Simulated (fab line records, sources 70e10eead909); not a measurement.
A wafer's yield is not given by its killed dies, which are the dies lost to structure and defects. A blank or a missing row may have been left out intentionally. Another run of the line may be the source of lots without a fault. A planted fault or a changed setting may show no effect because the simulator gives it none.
Check for tools in common | flow nandHarc | 1 lot, 3 wafers sampled

## REASON IT WAS OPENED
At NHARC_END_SORT_01 the reading killedAtPeriphery is flagged on 1 of 1 lot. Fault-free wafers read 3.5, with a standard deviation of 2.3.
Rule: a lot gets a flag if all its wafers with a number sit over 4 standard deviations from that mean, or if no wafer of it has a number. The rest of the lots are taken to be sound.

lot  | measured     | on        | killedAtPeriphery, wafer by wafer | flag
L909 | day 30 12:36 | prober-02 | 629 637 629                       | FLAGGED
The numbers of the flagged lots are 631.7 on average: +628.2 against the usual, or +99 or more standard deviations.

## LOT BY LOT: THE TOOL USED
3 process steps preceding the reading are held in the record, out of 1302 steps in the route. Cell contents, in order: the tool; ch with the chambers the sampled wafers went through; the start.
lot  | flag    | NHARC_P_GATE_STRIP_101          | NHARC_P_GATE_EXPOSE_88           | NHARC_P_CONTACT_DEP_30
L909 | FLAGGED | rieDiel-03 ch 0,1, day 11 12:35 | krfScanner-03 ch 0, day 11 16:35 | no row
What the steps here do:
- NHARC_P_GATE_STRIP_101: strips in O2, time 20 s.
- NHARC_P_GATE_EXPOSE_88: exposes mask P HVN, target cd 2000 nm.
- NHARC_P_CONTACT_DEP_30: deposits SiNx, target thk 30 nm.
- NHARC_END_SORT_01

## FLAGGED OVER TOTAL, TOOL BY TOOL (the gauges that took the reading come last)
step                   | tool          | lots run | flagged | share of the flagged lots | sound lots run after its first flagged lot
NHARC_P_GATE_STRIP_101 | rieDiel-03    | 1        | 1       | all                       | 0
NHARC_P_GATE_EXPOSE_88 | krfScanner-03 | 1        | 1       | all                       | 0
NHARC_END_SORT_01      | prober-02     | 1        | 1       | all                       | 0

## WHAT THE TABLE PERMITS
Every flagged lot was run by 3 rows of the table: rieDiel-03 at NHARC_P_GATE_STRIP_101, krfScanner-03 at NHARC_P_GATE_EXPOSE_88 and prober-02 at NHARC_END_SORT_01.
- rieDiel-03 at NHARC_P_GATE_STRIP_101: 1 of its 1 lot flagged. No sound lot ran on it before its first flagged lot in this sample; the start therefore can't be narrowed down.
- krfScanner-03 at NHARC_P_GATE_EXPOSE_88: 1 of its 1 lot flagged. No sound lot ran on it before its first flagged lot in this sample; the start therefore can't be narrowed down.
- prober-02 at NHARC_END_SORT_01: 1 of its 1 lot flagged. No sound lot ran on it before its first flagged lot in this sample; the start therefore can't be narrowed down.
Counting lots can't tell these 3 tools apart, because each fits a fault that began at some hour. More lots, or a look at what each step does to the wafer, might.

## WHAT THE SIMULATOR PUT IN
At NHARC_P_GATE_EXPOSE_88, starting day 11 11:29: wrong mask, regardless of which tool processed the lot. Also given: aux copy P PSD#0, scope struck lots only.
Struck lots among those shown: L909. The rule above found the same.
